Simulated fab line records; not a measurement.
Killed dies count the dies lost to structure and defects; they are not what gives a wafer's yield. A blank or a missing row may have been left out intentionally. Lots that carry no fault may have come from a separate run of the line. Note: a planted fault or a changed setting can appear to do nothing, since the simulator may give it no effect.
fab line records    flow nandHarc    part 1 of 2: steps 1 to 4 of 6
record: lots: 22  wafers: 66  lastDay: 33
route steps=1302 shown A_STAIRCASE@831 A_SGD_CUT@919
lots that met no fault: taken from a fault-free run of the same line
startH: start of the lot's first displayed wafer, in hours after the record's first day    waitH: how many hours have passed since the lot's step before this one    " repeats the value in the row above    L1.1+2: a row that stands for several wafers    - either no value or no given start    * or withheld: withheld    < > ~ a bound
route shown NAME@n: NAME is a module with steps in the file, n the number in the route of the first one    usual: mean/standard deviation taken from wafers without a fault    same: alike in all rows    chamber/n: place in a boat    sites: readings site by site    _std_site: standard deviation of those values    _edge_site: the outer-site mean with the inner-site mean subtracted    radiusMm: for every site, how far away it sits from the centre of the wafer    mask NAME#n: copy n    behind: the most recent tool/chamber to have shaped the wafer    hold: reason for holding the lot/hours on hold/outcome of the hold    device: transistor that didn't switch, given as n, p or np    end of line: the same wafers' tests at the end of the route    step lacking rows: just its recipe    killed: at the first sort, the dies lost to defects and structure; wafer yield is something else    map: the dies of a wafer, with x for killed, . for not killed, _ for no die there
set.NAME: the setting that was run; set.NAME@STEP: the one run at that earlier step    model.NAME: the simulator's own value behind a step, which no gauge read
one table for each step of the route and one row for each wafer, over a sample of lots
services: from which hour (startH, from the record's first day; less than 0 if before it) a tool's chamber was out of use, for how many hours, and why
== steps ==
step: NHARC_A_STAIRCASE_ETCH_313
recipe: cf4FlowSccm: 100  chf3FlowSccm: 30  arFlowSccm: 0  rfW: 500  biasW: 200  chemistry: CF4/CHF3
usual: cf4FlowSccm: 99.98/0.29  drypumpMotorCurrentA: 5.6/0.39  oesProductAu: 0.932/0.016  rfVppV: 370.7/2.4  showerheadPlenumPTorr: 1.58/0.071  throttleValvePct: 16.804/0.0099
lot.wafer  tool        chamber  startH  waitH  cf4FlowSccm  drypumpMotorCurrentA  oesProductAu  rfHoursCounterH  rfVppV  showerheadPlenumPTorr  throttleValvePct
L074.3     rieDiel-06  2        396.65  0.1    99.73        5.7                   0.919         29               372.7   1.69                   16.807
L074.4     "           3        "       "      99.99        5.4                   0.919         28               374.7   1.69                   16.796
L074.5     "           2        "       "      100.31       5.7                   0.928         -                373.9   1.69                   16.808
L075.1     rieDiel-09  2        401.69  0.2    99.53        5.6                   0.925         23               368.8   1.51                   16.804
L075.4     "           0        "       "      99.79        5.9                   0.933         24               373.8   1.68                   16.800
L075.5     "           3        "       "      99.84        4.8                   0.937         -                369.5   1.58                   16.821
L076.4     rieDiel-09  0        414.73  1.4    100.22       5.8                   0.938         26               373.8   1.68                   16.797
L076.3     "           1        "       "      100.46       5.5                   0.940         31               368.8   1.50                   16.809
L076.1     "           2        "       "      99.73        5.6                   0.939         30               368.8   1.51                   16.792
L077.2     rieDiel-09  2        427.24  0.1    100.15       5.6                   0.934         33               367.6   1.51                   16.802
L077.4     "           3        "       "      100.08       4.9                   0.932         32               370.4   1.58                   16.811
L077.6     "           2        "       "      99.78        5.6                   0.928         -                370.1   1.51                   16.801
L079.2     rieDiel-03  1        432.32  0.1    99.78        5.6                   0.928         41               370.4   1.60                   16.806
L079.1     "           3        "       "      99.90        5.9                   0.903         37               370.7   1.52                   16.808
L079.6     "           1        "       "      99.62        5.6                   0.924         -                372.4   1.60                   16.796
L080.1     rieDiel-09  3        442.11  0.1    100.23       4.9                   0.933         35               371.2   1.58                   16.797
L080.3     "           1        "       "      99.47        5.4                   0.932         40               367.0   1.50                   16.834
L080.2     "           2        "       "      100.02       5.6                   0.937         38               368.4   1.51                   16.790
L081.1     rieDiel-06  0        453.45  0.1    100.25       5.5                   0.925         54               373.2   1.67                   16.798
L081.3     "           3        "       "      100.41       5.4                   0.931         52               373.6   1.69                   16.813
L081.5     "           2        "       "      99.89        5.7                   0.915         -                374.0   1.69                   16.810
L082.4     rieDiel-03  3        471.28  0.1    99.91        5.8                   0.948         4                369.1   1.52                   16.813
L082.3     "           0        "       "      99.91        6.1                   0.957         2                367.6   1.51                   16.806
L082.1     "           1        "       "      100.17       5.6                   0.945         2                372.3   1.60                   16.817
L085.2     rieDiel-09  3        492.75  0.1    100.46       4.9                   0.939         56               371.4   1.57                   16.809
L085.3     "           1        "       "      100.15       5.4                   0.933         58               368.5   1.50                   16.809
L085.6     "           3        "       "      100.19       4.9                   0.936         -                370.3   1.57                   16.795
L084.4     rieDiel-09  3        497.13  0.1    99.88        4.9                   0.938         57               370.9   1.57                   16.804
L084.3     "           0        "       "      99.46        5.9                   0.930         49               373.5   1.67                   16.795
L084.1     "           1        "       "      99.88        5.4                   0.926         59               368.2   1.50                   16.800
L083.2     rieDiel-09  0        498.63  0.1    99.60        5.8                   0.922         49               372.3   1.67                   16.798
L083.4     "           1        "       "      99.87        5.5                   0.920         59               368.8   1.50                   16.802
L083.5     "           0        "       "      100.26       5.8                   0.919         -                373.8   1.67                   16.804
L086.1     rieDiel-09  2        518.36  0.1    99.97        5.6                   0.969         4                367.4   1.50                   16.804
L086.4     "           0        "       "      100.01       5.8                   0.980         3                374.4   1.67                   16.791
L086.6     "           2        "       "      100.13       5.6                   0.975         -                367.3   1.50                   16.802
L087.4     rieDiel-03  1        534.78  0.1    100.34       5.6                   0.929         21               371.4   1.59                   16.800
L087.1     "           2        "       "      99.87        6.1                   0.924         25               371.3   1.60                   16.813
L087.3     "           3        "       "      100.48       5.9                   0.925         27               368.4   1.51                   16.792
L088.3     rieDiel-03  2        536.38  0.1    100.12       6.0                   0.925         26               371.6   1.60                   16.798
L088.4     "           0        "       "      100.16       6.1                   0.920         23               368.3   1.50                   16.808
L088.6     "           3        "       "      99.93        5.9                   0.933         -                368.3   1.51                   16.802
L090.3     rieDiel-06  3        543.39  0.1    100.19       5.4                   0.911         16               373.5   1.68                   16.812
L090.4     "           0        "       "      99.51        5.4                   0.916         23               374.2   1.66                   16.820
L090.5     "           1        "       "      99.95        4.8                   0.938         -                368.2   1.52                   16.815
L092.2     rieDiel-03  0        559.03  0.1    99.85        6.1                   0.912         29               367.0   1.50                   16.794
L092.1     "           2        "       "      99.99        6.0                   0.930         33               372.6   1.59                   16.808
L092.6     "           0        "       "      99.84        6.1                   0.923         -                367.5   1.50                   16.797
L091.2     rieDiel-09  3        560.25  0.1    100.00       4.8                   0.934         22               370.4   1.57                   16.820
L091.1     "           0        "       "      100.08       5.8                   0.941         19               374.1   1.67                   16.807
L091.6     "           3        "       "      99.60        4.9                   0.916         -                369.8   1.57                   16.798
L093.1     rieDiel-03  1        568.88  0.1    99.72        5.7                   0.931         31               372.5   1.59                   16.781
L093.5     "           2        "       "      99.91        6.1                   0.931         -                371.1   1.59                   16.804
L093.6     "           3        "       "      100.91       5.8                   0.913         -                369.1   1.51                   16.830
L096.1     rieDiel-03  0        589.58  0.1    100.40       6.1                   0.916         38               367.8   1.50                   16.811
L096.2     "           1        "       "      100.47       5.7                   0.931         38               371.7   1.59                   16.818
L096.4     "           2        "       "      100.37       6.1                   0.925         46               372.5   1.59                   16.807
L095.1     rieDiel-06  1        594.86  0.1    99.71        4.9                   0.981         37               371.4   1.52                   16.790
L095.3     "           3        "       "      99.70        5.4                   0.962         34               374.2   1.67                   16.809
L095.5     "           1        "       "      99.53        4.8                   0.976         -                368.4   1.52                   16.798
L094.1     rieDiel-09  1        595.15  0.1    99.80        5.5                   0.928         27               367.7   1.49                   16.807
L094.4     "           2        "       "      100.04       5.5                   0.933         28               369.3   1.50                   16.804
L094.6     "           1        "       "      99.56        5.4                   0.928         -                366.4   1.49                   16.790
L097.4     rieDiel-09  1        615.17  0.1    99.91        5.5                   0.931         38               367.5   1.49                   16.795
L097.1     "           2        "       "      100.00       5.6                   0.935         38               369.8   1.50                   16.793
L097.6     "           1        "       "      100.47       5.5                   0.927         -                366.7   1.49                   16.786
step: NHARC_A_STAIRCASE_HM_OPEN_463
recipe: o2FlowSccm: 400  cosFlowSccm: 20  arFlowSccm: 0  rfW: 500  biasW: 300  chemistry: O2/COS
usual: drypumpMotorCurrentA: 5.6/0.37  oesProductAu: 1.001/0.011  rfVppV: 467/3.2  showerheadPlenumPTorr: 3.13/0.14  throttleValvePct: 28.332/0.0087
lot.wafer  tool        chamber  startH  waitH  drypumpMotorCurrentA  oesProductAu  rfHoursCounterH  rfVppV  showerheadPlenumPTorr  throttleValvePct
L074.3     rieDiel-06  3        -       -      5.4                   0.998         28               473     3.36                   28.318
L074.4     "           0        "       "      5.5                   0.996         31               473     3.33                   28.324
L074.5     "           0        "       "      5.4                   1.000         -                472     3.33                   28.341
L075.4     rieDiel-09  0        -       -      5.8                   1.009         24               470     3.33                   28.330
L075.1     "           1        "       "      5.5                   1.014         26               465     2.98                   28.328
L075.5     "           1        "       "      5.5                   1.020         -                465     2.98                   28.331
L076.1     rieDiel-09  0        -       -      5.8                   1.021         26               472     3.33                   28.343
L076.3     "           2        "       "      5.5                   1.003         30               463     3.00                   28.347
L076.4     "           3        "       "      4.9                   0.986         28               468     3.13                   28.345
L077.4     rieDiel-09  0        -       -      5.8                   1.025         30               471     3.33                   28.334
L077.2     "           1        "       "      5.5                   1.009         35               464     2.98                   28.321
L077.6     "           1        "       "      5.5                   1.003         -                464     2.98                   28.325
L079.1     rieDiel-03  1        -       -      5.6                   1.007         41               469     3.18                   28.343
L079.2     "           2        "       "      6.1                   1.000         38               469     3.18                   28.337
L079.6     "           0        "       "      6.1                   0.995         -                465     3.00                   28.323
L080.1     rieDiel-09  2        -       -      5.6                   1.000         38               464     3.00                   28.337
L080.3     "           3        "       "      4.9                   1.019         35               466     3.13                   28.341
L080.2     "           1        "       "      5.5                   1.017         40               464     2.98                   28.339
L081.3     rieDiel-06  3        -       -      5.4                   1.001         52               472     3.35                   28.314
L081.1     "           0        "       "      5.4                   1.005         54               473     3.32                   28.351
L081.5     "           3        "       "      5.4                   0.996         -                472     3.35                   28.335
L082.4     rieDiel-03  0        -       -      6.2                   0.994         2                463     2.99                   28.332
L082.1     "           1        "       "      5.6                   0.998         2                470     3.17                   28.330
L082.3     "           3        "       "      5.8                   0.978         4                464     3.01                   28.335
L085.2     rieDiel-09  1        -       -      5.5                   1.015         58               463     2.97                   28.332
L085.3     "           3        "       "      4.9                   1.011         56               467     3.12                   28.333
L085.6     "           0        "       "      5.8                   1.011         -                471     3.32                   28.323
L084.1     rieDiel-09  3        -       -      4.9                   1.003         57               468     3.12                   28.323
L084.4     "           1        "       "      5.5                   1.006         59               464     2.97                   28.331
L084.3     "           2        "       "      5.6                   0.992         59               463     2.99                   28.329
L083.2     rieDiel-09  0        -       -      5.8                   0.998         49               473     3.32                   28.334
L083.4     "           2        "       "      5.6                   0.998         60               465     2.99                   28.320
L083.5     "           0        "       "      5.8                   1.001         -                470     3.32                   28.322
L086.1     rieDiel-09  0        -       -      5.8                   1.000         3                471     3.32                   28.348
L086.4     "           1        "       "      5.5                   1.004         4                464     2.97                   28.331
L086.6     "           0        "       "      5.8                   1.008         -                471     3.32                   28.339
L087.3     rieDiel-03  3        -       -      5.9                   1.003         27               464     3.00                   28.311
L087.4     "           0        "       "      6.2                   0.994         23               464     2.98                   28.338
L087.1     "           1        "       "      5.6                   1.019         21               469     3.16                   28.330
L088.4     rieDiel-03  2        -       -      6.1                   1.002         26               467     3.16                   28.332
L088.3     "           0        "       "      6.1                   0.992         23               465     2.98                   28.341
L088.6     "           3        "       "      5.8                   1.000         -                463     3.00                   28.332
L090.3     rieDiel-06  3        -       -      5.4                   0.983         16               472     3.33                   28.322
L090.4     "           2        "       "      5.7                   0.982         18               472     3.33                   28.341
L090.5     "           0        "       "      5.4                   0.995         -                472     3.30                   28.334
L092.1     rieDiel-03  2        -       -      6.0                   1.003         34               468     3.16                   28.338
L092.2     "           3        "       "      5.9                   0.993         34               464     3.00                   28.337
L092.6     "           1        "       "      5.7                   0.990         -                468     3.16                   28.324
L091.1     rieDiel-09  2        -       -      5.6                   1.020         19               464     2.98                   28.318
L091.2     "           3        "       "      4.9                   0.995         22               469     3.11                   28.334
L091.6     "           2        "       "      5.6                   1.010         -                464     2.98                   28.338
L093.1     rieDiel-03  1        -       -      5.7                   1.011         31               468     3.16                   28.324
L093.6     "           2        "       "      6.0                   1.005         -                468     3.16                   28.338
L093.5     "           3        "       "      5.9                   0.988         -                464     3.00                   28.327
L096.2     rieDiel-03  1        -       -      5.6                   1.004         38               468     3.16                   28.320
L096.4     "           3        "       "      5.8                   0.977         46               463     2.99                   28.330
L096.1     "           0        "       "      6.1                   0.998         38               463     2.98                   28.332
L095.3     rieDiel-06  0        -       -      5.5                   0.999         39               471     3.29                   28.329
L095.1     "           2        "       "      5.7                   0.988         37               471     3.32                   28.330
L095.5     "           0        "       "      5.5                   0.995         -                471     3.29                   28.340
L094.1     rieDiel-09  1        -       -      5.5                   0.994         27               464     2.96                   28.343
L094.4     "           2        "       "      5.6                   1.020         28               464     2.97                   28.332
L094.6     "           2        "       "      5.6                   1.009         -                464     2.97                   28.317
L097.4     rieDiel-09  3        -       -      4.8                   1.004         38               469     3.10                   28.318
L097.1     "           1        "       "      5.5                   1.007         38               463     2.95                   28.322
L097.6     "           3        "       "      4.9                   0.987         -                466     3.10                   28.330
step: NHARC_A_STAIRCASE_STRIP_476
recipe: timeS: 20  o2FlowSccm: 500  arFlowSccm: 0  biasW: 0  chemistry: O2
usual: drypumpMotorCurrentA: 5.6/0.39  oesProductAu: 1.001/0.011  rfVppV: 57.8/0.92  showerheadPlenumPTorr: 3.55/0.15  throttleValvePct: 17.036/0.0099
lot.wafer  tool        chamber  startH  waitH  drypumpMotorCurrentA  oesProductAu  rfHoursCounterH  rfVppV  showerheadPlenumPTorr  throttleValvePct
L074.4     rieDiel-09  1        401.75  0.2    5.5                   1.021         25               57.1    3.37                   17.051
L074.3     "           2        "       "      5.6                   1.011         23               58.0    3.40                   17.049
L074.5     "           3        "       "      4.9                   1.002         -                56.7    3.54                   17.053
L075.4     rieDiel-06  1        407.02  0.1    4.9                   1.002         37               56.8    3.44                   17.048
L075.1     "           2        "       "      5.7                   1.003         35               57.8    3.79                   17.039
L075.5     "           0        "       "      5.4                   1.016         -                57.2    3.76                   17.030
L076.3     rieDiel-03  3        418.69  0.1    5.9                   0.979         35               56.9    3.41                   17.041
L076.1     "           0        "       "      6.1                   0.998         39               57.2    3.39                   17.041
L076.4     "           1        "       "      5.6                   1.005         39               57.5    3.59                   17.036
L077.2     rieDiel-03  2        431.16  0.1    6.0                   1.015         38               57.7    3.59                   17.036
L077.4     "           3        "       "      5.8                   0.990         37               57.2    3.41                   17.038
L077.6     "           0        "       "      6.1                   1.002         -                57.2    3.39                   17.050
L079.2     rieDiel-03  3        436.26  0.1    5.9                   0.987         38               58.2    3.41                   17.044
L079.1     "           1        "       "      5.6                   1.002         42               59.2    3.59                   17.028
L079.6     "           3        "       "      5.8                   0.993         -                57.2    3.41                   17.046
L080.3     rieDiel-03  0        449.71  0.1    6.1                   0.995         46               57.8    3.39                   17.051
L080.1     "           2        "       "      6.1                   1.010         42               57.8    3.59                   17.029
L080.2     "           3        "       "      5.8                   0.991         42               56.5    3.41                   17.036
L081.1     rieDiel-03  2        457.76  0.2    6.1                   1.007         43               57.5    3.59                   17.056
L081.3     "           0        "       "      6.1                   1.008         48               57.1    3.39                   17.037
L081.5     "           2        "       "      6.1                   1.004         -                58.7    3.59                   17.039
L082.4     rieDiel-06  3        475.26  0.1    5.4                   1.011         63               59.6    3.77                   17.037
L082.3     "           1        "       "      4.9                   0.997         58               56.9    3.43                   17.038
L082.1     "           2        "       "      5.7                   1.002         62               59.5    3.77                   17.031
L085.2     rieDiel-03  3        496.85  0.1    5.9                   0.995         11               59.3    3.40                   17.023
L085.3     "           3        "       "      5.9                   0.992         -                57.7    3.40                   17.019
L085.6     "           3        "       "      5.9                   0.988         -                57.8    3.40                   17.029
L084.4     rieDiel-06  2        501.07  0.1    5.7                   0.986         3                59.7    3.77                   17.010
L084.3     "           3        "       "      5.4                   0.997         5                57.6    3.77                   17.040
L084.1     "           1        "       "      4.8                   1.011         3                57.9    3.42                   17.053
L083.2     rieDiel-06  0        502.58  0.1    5.4                   0.994         5                58.6    3.74                   17.042
L083.4     "           1        "       "      4.9                   1.012         3                55.8    3.42                   17.028
L083.5     "           0        "       "      5.5                   0.998         -                58.0    3.74                   17.029
L086.4     rieDiel-03  1        522.65  0.1    5.6                   1.005         17               58.2    3.58                   17.023
L086.1     "           0        "       "      6.1                   0.988         19               58.7    3.38                   17.043
L086.6     "           2        "       "      6.0                   0.997         -                58.0    3.58                   17.044
L087.1     rieDiel-06  0        538.73  0.1    5.4                   0.986         23               57.0    3.73                   17.035
L087.3     "           1        "       "      4.9                   1.021         20               59.3    3.41                   17.033
L087.4     "           2        "       "      5.7                   0.994         18               59.3    3.76                   17.034
L088.4     rieDiel-06  2        540.48  0.1    5.7                   0.993         18               58.5    3.76                   17.033
L088.3     "           0        "       "      5.4                   0.986         23               58.4    3.73                   17.041
L088.6     "           2        "       "      5.7                   0.991         -                59.6    3.76                   17.037
L090.4     rieDiel-03  1        547.30  0.1    5.6                   0.994         26               57.3    3.57                   17.049
L090.3     "           0        "       "      6.1                   0.988         27               56.9    3.37                   17.038
L090.5     "           2        "       "      6.1                   0.993         -                57.1    3.57                   17.022
L092.1     rieDiel-09  2        562.95  0.1    5.6                   1.019         19               57.2    3.37                   17.028
L092.2     "           3        "       "      4.9                   1.001         23               57.5    3.51                   17.045
L092.6     "           3        "       "      4.9                   0.990         -                58.6    3.51                   17.020
L091.1     rieDiel-09  2        564.17  0.1    5.6                   1.010         19               58.9    3.37                   17.035
L091.2     "           1        "       "      5.5                   0.992         17               55.8    3.35                   17.034
L091.6     "           2        "       "      5.6                   1.021         -                57.4    3.37                   17.034
L093.1     rieDiel-06  3        574.92  0.1    5.4                   0.995         28               58.3    3.75                   17.045
L093.5     "           1        "       "      4.8                   1.019         -                58.3    3.41                   17.050
L093.6     "           2        "       "      5.7                   0.979         -                58.4    3.75                   17.056
L096.1     rieDiel-09  2        593.88  0.1    5.6                   1.003         28               56.5    3.36                   17.053
L096.2     "           3        "       "      4.9                   0.998         31               57.1    3.51                   17.027
L096.4     "           0        "       "      5.8                   1.007         29               58.2    3.73                   17.025
L095.3     rieDiel-09  2        598.80  0.1    5.5                   1.008         29               57.1    3.36                   17.016
L095.1     "           3        "       "      4.9                   1.008         31               58.3    3.51                   17.018
L095.5     "           2        "       "      5.6                   1.017         -                59.2    3.36                   17.034
L094.1     rieDiel-06  2        601.38  0.3    5.7                   0.986         39               57.9    3.75                   17.031
L094.4     "           0        "       "      5.4                   0.989         41               58.1    3.72                   17.041
L094.6     "           1        "       "      4.9                   1.014         -                57.0    3.40                   17.015
L097.4     rieDiel-09  3        619.24  0.1    4.9                   1.010         39               58.3    3.50                   17.036
L097.1     "           0        "       "      5.8                   1.016         39               58.1    3.73                   17.035
L097.6     "           3        "       "      4.9                   0.997         -                57.8    3.50                   17.032
step: NHARC_A_STAIRCASE_ALD_420
recipe: targetThkA: 200  pulseTimeS: 6  aldCycles: 200  tempC: 300  material: SiO2
usual: heaterPowerW: 459/52  precursorPulseHeightRel: 1.001/0.021  susceptorTempC: 300.01/0.19
lot.wafer  tool      chamber  startH  waitH  heaterPowerW  precursorPulseHeightRel  susceptorTempC
L074.4     aldHk-04  2        405.36  -      547           0.937                    299.88
L074.3     "         3        "       "      480           1.012                    299.78
L074.5     "         3        "       "      495           0.986                    299.92
L075.1     aldHk-01  3        409.81  -      370           0.984                    300.26
L075.4     "         1        "       "      385           0.980                    299.97
L075.5     "         3        "       "      361           1.000                    300.12
L076.3     aldHk-04  0        421.50  -      432           0.998                    300.12
L076.1     "         1        "       "      392           1.014                    299.94
L076.4     "         3        "       "      482           0.983                    300.12
L077.4     aldHk-01  1        433.97  -      375           1.014                    299.95
L077.2     "         2        "       "      425           1.025                    300.00
L077.6     "         2        "       "      416           1.016                    299.83
L079.1     aldHk-03  1        439.05  -      444           0.987                    -
L079.2     "         0        "       "      500           0.989                    -
L079.6     "         1        "       "      434           1.004                    -
L080.2     aldHk-04  0        452.52  -      404           1.000                    300.25
L080.3     "         1        "       "      386           1.001                    300.09
L080.1     "         2        "       "      549           0.997                    300.06
L081.1     aldHk-04  2        460.90  -      539           1.005                    300.00
L081.3     "         3        "       "      480           0.993                    299.94
L081.5     "         0        "       "      421           1.022                    300.16
L082.3     aldHk-03  2        478.07  -      495           1.013                    299.92
L082.4     "         3        "       "      498           1.004                    299.93
L082.1     "         0        "       "      511           1.020                    300.16
L085.3     aldHk-04  2        501.99  -      527           0.989                    299.72
L085.2     "         1        "       "      403           1.003                    300.13
L085.6     "         2        "       "      513           0.985                    300.19
L084.4     aldHk-04  1        504.44  -      386           1.007                    299.92
L084.3     "         2        "       "      535           0.984                    300.15
L084.1     "         3        "       "      492           1.009                    299.83
L083.4     aldHk-01  3        504.60  -      375           0.981                    299.95
L083.2     "         0        "       "      413           1.021                    299.96
L083.5     "         1        "       "      400           1.009                    300.12
L086.4     aldHk-03  2        528.49  -      495           1.005                    299.97
L086.1     "         0        "       "      506           0.961                    300.08
L086.6     "         2        "       "      500           0.971                    300.12
L087.3     aldHk-03  0        541.53  -      502           1.019                    300.09
L087.1     "         1        "       "      448           0.984                    299.76
L087.4     "         3        "       "      496           0.988                    299.85
L088.3     aldHk-04  0        543.59  -      418           0.995                    299.90
L088.4     "         1        "       "      402           0.982                    299.52
L088.6     "         3        "       "      489           0.976                    300.08
L090.4     aldHk-03  3        550.25  -      515           1.029                    300.29
L090.3     "         1        "       "      451           1.041                    299.96
L090.5     "         0        "       "      495           1.009                    300.12
L092.1     aldHk-01  3        565.75  -      374           1.030                    299.70
L092.2     "         0        "       "      421           1.000                    299.86
L092.6     "         0        "       "      412           1.000                    299.82
L091.1     aldHk-04  2        566.06  -      542           0.978                    300.01
L091.2     "         3        "       "      493           1.028                    300.21
L091.6     "         0        "       "      417           0.961                    300.01
L093.1     aldHk-04  0        578.19  -      417           1.023                    300.06
L093.6     "         1        "       "      394           0.987                    299.93
L093.5     "         2        "       "      546           1.001                    299.75
L096.2     aldHk-04  2        598.02  -      540           1.004                    300.14
L096.4     "         3        "       "      501           0.969                    300.25
L096.1     "         0        "       "      424           0.978                    299.86
L095.3     aldHk-04  1        601.62  -      400           1.032                    299.62
L095.1     "         2        "       "      534           1.001                    300.12
L095.5     "         1        "       "      394           1.029                    299.95
L094.4     aldHk-03  3        607.07  -      481           1.023                    299.84
L094.1     "         1        "       "      469           0.996                    300.19
L094.6     "         2        "       "      451           0.990                    300.19
L097.4     aldHk-03  2        622.36  -      462           0.991                    300.15
L097.1     "         3        "       "      489           1.011                    299.98
L097.6     "         1        "       "      463           1.043                    300.29
